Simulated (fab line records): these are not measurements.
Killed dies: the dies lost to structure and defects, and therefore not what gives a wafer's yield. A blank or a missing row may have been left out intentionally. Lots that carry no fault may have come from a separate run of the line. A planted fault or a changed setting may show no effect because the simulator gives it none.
Matching of chambers ; flow n5-finfet ; 3 sister chambers for N5_BEOL_M14_DEP_53 on pecvd-03
The step deposits SiCN from 3MS/NH3, target thk 50 nm, time 17.8 s. 16 wafers are shown with their chamber, then 8 later ones without.

WAFERS, EACH WITH ITS CHAMBER
wafer;chamber;throttle-valve-pct (%);showerhead-plenum-p-Torr (Torr)
L074.2;0;17.4;4.189
L074.3;1;17.7;4.185
L074.4;2;17.3;4.179
L075.1;2;17.4;4.172
L075.4;0;17.2;4.194
L075.5;1;17.6;4.192
L077.2;2;17.3;4.180
L077.3;1;17.8;4.190
L077.4;1;17.8;4.184
L080.3;2;17.3;4.175
L080.4;0;17.3;4.195
L080.5;2;17.4;4.166
L085.3;2;17.5;4.182
L085.5;0;17.3;4.182
L085.6;1;17.6;4.190
L086.1;2;17.4;4.172

SIGNATURES (means of the wafers above)
reading;chamber 0;chamber 1;chamber 2;scatter within a chamber
throttle-valve-pct;17.300;17.700;17.371;0.0852
showerhead-plenum-p-Torr;4.19000;4.18820;4.17514;0.00514
Rule: a wafer's distance from a chamber is the root of the sum, over the readings, of the square of ((its reading less the chamber's mean) divided by the reading's scatter). If the next closest chamber is less than 2 further off than the closest, the wafer can't be placed; otherwise it belongs to the closest. The scatter: take each reading less its chamber's mean, square it, sum over the shown wafers, divide by the number of wafers less the number of chambers, and take the root.

WAFERS WITH NO CHAMBER GIVEN
wafer;throttle-valve-pct (%);showerhead-plenum-p-Torr (Torr)
L086.5;17.4;4.181
L086.6;17.8;4.194
L090.2;17.7;4.176
L090.3;17.4;4.169
L090.6;17.2;4.181
L095.2;17.6;4.186
L095.4;17.4;4.177
L095.5;17.1;4.204

THE CHAMBER EACH PASSED THROUGH
wafer;from the rows above;in truth
L086.5;can't be placed: 2 or 0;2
L086.6;1;1
L090.2;can't be placed: 1 or 2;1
L090.3;2;2
L090.6;can't be placed: 0 or 2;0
L095.2;1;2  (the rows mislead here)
L095.4;2;2
L095.5;0;0
Placed correctly: 4 of 8. From these rows, 3 cannot be placed; in 3 the true chamber is one of the candidates. Wrongly placed: 1.
